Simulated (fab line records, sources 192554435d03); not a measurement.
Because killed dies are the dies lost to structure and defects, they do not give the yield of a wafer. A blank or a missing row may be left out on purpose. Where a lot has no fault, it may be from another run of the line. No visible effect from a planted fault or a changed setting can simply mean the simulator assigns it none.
Struck lot and sound lot, side by side | flow n5Finfet | 17 steps out of a route of 1938
Sound: wafers L391.1, L391.4, L391.6. Struck: wafer L402.5. (L402.1 of the same lot was not struck and is left out.) The cause comes at the end.
Order at every step that has rows: each side's tool, ch and its chambers, its first start. Under that, the readings that differ: sound wafers | struck wafers | difference of the means | sigmas: that difference in standard deviations of wafers without a fault.
alike: words and numbers the same on both sides, and readings whose means are apart by under 2 such deviations; not compared: readings that were withheld, readings missing a value for some wafer, numbers with overlapping values and no deviation given by the record, and bounds like >300 which may hide the same value.
Wherever a step has rows on one side only, a row that says differs or no value, or a row with sigmas, the two part there. Non-overlapping numbers with no deviation appear without sigmas and do not part them. Lack of a reading on every wafer of one side parts them only where that side has two or more wafers.

first, 2 steps without rows for these wafers: N5_BEOL_M4_ANNEAL_82 (time 240 s); N5_BEOL_M4_SPUTTER_86 (material Cu, target thk 4.5 nm, time 8.29 s).
N5_BEOL_M4_ANNEAL_87: time 240 s.
  sound on pvdSputter-03, day 10 14:11; struck on pvdSputter-01, day 13 21:46
  alike: heaterPowerW
N5_BEOL_M4_SPUTTER_88: material Cu, target thk 4.5 nm, time 8.29 s.
  sound on pvdSputter-03, day 10 14:19; struck on pvdSputter-01, day 13 21:54
  alike: chuckSensorTempC, throttleValvePct
then, 2 steps without rows for these wafers: N5_BEOL_M4_ANNEAL_89 (time 240 s); N5_BEOL_M4_SPUTTER_90 (material Cu, target thk 4.5 nm, time 8.29 s).
N5_BEOL_M4_ANNEAL_91: time 240 s.
  sound on pvdSputter-03, day 10 14:37; struck on pvdSputter-01, day 13 22:12
  alike: heaterPowerW
then, 2 steps without rows for these wafers: N5_BEOL_M4_SPUTTER_92 (material Cu, target thk 4.5 nm, time 8.29 s); N5_BEOL_M4_ANNEAL_93 (time 240 s).
N5_BEOL_M4_SPUTTER_94: material Cu, target thk 4.5 nm, time 8.29 s.
  sound on pvdSputter-03, day 10 14:59; struck on pvdSputter-01, day 13 22:34
  alike: chuckSensorTempC, throttleValvePct
then, 2 steps without rows for these wafers: N5_BEOL_M4_ANNEAL_95 (time 240 s); N5_BEOL_M4_SPUTTER_96 (material Cu, target thk 4.5 nm, time 8.29 s).
N5_BEOL_M4_ECD_50: material Cu, target thk 300 nm.
  sound on ecdCu-01 ch 0,1, day 10 15:19; struck on ecdCu-02 ch 0, day 13 22:54
reading                               | sound           | struck | difference | sigmas
model.Cu_of_BEOL_M4_ECD_50.thkNm (nm) | 305.2 297.6 298 | 441.8  | +141.5     | 
N5_BEOL_M4_ANNEAL_51: time 90 s.
  sound on rtpAnneal-02 ch 0, day 10 15:23; struck on rtpAnneal-01 ch 0, day 13 22:58
  alike: wafer_temp_C_max
N5_BEOL_M4_CMP_52: polishes, stops on SiOC, t overpolish 6.8 s, target thk 40 nm.
  sound on cmp-04 ch 1,3, day 10 15:44; struck on cmp-02 ch 1, day 13 23:21
reading             | sound    | struck | difference | sigmas
timeToEndpointS (s) | 67 61 66 | 96     | +31        | +9
  alike: motorCurrentA, platenRpm
N5_BEOL_M4_THK_MEAS_53: measures by xrf.
  sound on filmMetro-02, day 10 15:59; struck on filmMetro-01, day 13 23:34
  alike: M4_THK
N5_BEOL_M4_RC_MEAS_101:
  sound on prober-01 ch 0, day 10 16:18; struck on prober-02 ch 0, day 13 23:56
  alike: DIBL_N, DIBL_P, IOFF_N, IOFF_P, ION_N, ION_P, SS_N, SS_P, VT_N, VT_P

WHERE THEY PART
Only at N5_BEOL_M4_CMP_52, as far as this record shows. Later steps at which nothing parts them and some readings are alike: N5_BEOL_M4_THK_MEAS_53, N5_BEOL_M4_RC_MEAS_101.

WHY: the cause the simulator had injected
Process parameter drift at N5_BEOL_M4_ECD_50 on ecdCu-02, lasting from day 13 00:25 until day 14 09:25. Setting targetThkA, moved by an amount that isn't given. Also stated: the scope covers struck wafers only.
